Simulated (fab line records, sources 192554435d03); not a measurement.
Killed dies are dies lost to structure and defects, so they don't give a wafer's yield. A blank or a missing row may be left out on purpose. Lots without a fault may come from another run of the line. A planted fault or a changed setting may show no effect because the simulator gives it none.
Problem report in the 8D (eight disciplines) form, filled by code | flow n5_finfet | the parts of the form that need people (team, actions taken, sign-off) are left out

1. THE PROBLEM
spin_speed_rpm at N5_BEOL_M11_COAT_60 reads a mean of 1828.5 rpm on 6 wafers of 2 lots; wafers without a fault read 1499.9 rpm with a standard deviation of 1.1. That is +99 or more standard deviations from the usual mean.
The step: time 60 s, resist thk 30 nm.
First seen on wafer L436.1, day 14 18:49, on litho_track-02. The record holds 30 wafers of 10 lots with a number at this step. Rule for "out", or "out of limits": more than 4 standard deviations from the usual mean. The other wafers with a number count as sound.

2. WHAT IT IS AND WHAT IT IS NOT
question                    | is                     | is not
which readings at this step | spin_speed_rpm         | dispense_pressure_kPa, resist_line_temp_C
which lots                  | L436, L437             | L421, L424, L425, L426, L427, L439, L441, L444
which wafers of those lots  | all that have a number | -
read on which tools         | litho_track-02         | litho_track-03, litho_track-04
when                        | from day 14 18:49      | up to then (15 sound wafers); but 9 sound wafers of L439, L441, L444 came after

3. SUSPECTS, AND WHAT RULES EACH OUT
Counting: a tool at a process step up to the reading stays a suspect if it ran every lot that is out and no sound lot after the first of them.
- litho_track-02 at N5_BEOL_M11_COAT_60 (time 60 s, resist thk 30 nm): kept. It ran every lot that is out, first L436 (day 14 18:49), and no sound lot after that; its last sound lot up to then is L426 (day 12 01:50). Its own readings are out on those wafers: spin_speed_rpm.
Left after counting: litho_track-02 at N5_BEOL_M11_COAT_60.

4. THE CAUSE (what the simulator had put in)
Process parameter drift: litho_track-02, from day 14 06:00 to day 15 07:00, at N5_BEOL_M11_COAT_60. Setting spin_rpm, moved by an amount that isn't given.
Counting left only this tool.

5. THE CHAIN OF EFFECTS, in route order
Each row: a reading whose mean over the struck wafers that have a number lies more than 3 standard deviations from the usual. Only readings for which the record gives a usual standard deviation are gone through. hours: the time from each lot's start at the first step in this table that gives one to its start at this step, as a median over the lots. sigmas: the change in usual standard deviations.
hours | step                | reading           | usual      | on struck wafers | change | sigmas
0     | N5_BEOL_M11_COAT_60 | spin_speed_rpm    | 1499.9 rpm | 1828.5           | +328.6 | +99 or more
2     | N5_BEOL_M11_ETCH_61 | etch_rf_on_time_s | 65.2 s     | 59.0             | -6.2   | -4.8
The process steps in it:
- N5_BEOL_M11_COAT_60: time 60 s, resist thk 30 nm.
- N5_BEOL_M11_ETCH_61: etches SiARC in CF4, target depth 39 nm, time 65 s.
Later measuring or inspecting steps at which every struck wafer that the step has a row for has a number for every such reading, and none has moved that far: N5_BEOL_M11_OVL_MEAS_12.

6. WHAT WOULD HAVE CAUGHT IT SOONER
In this record the first reading out of limits was taken at day 14 18:49, 13 hours after the fault began at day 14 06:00.
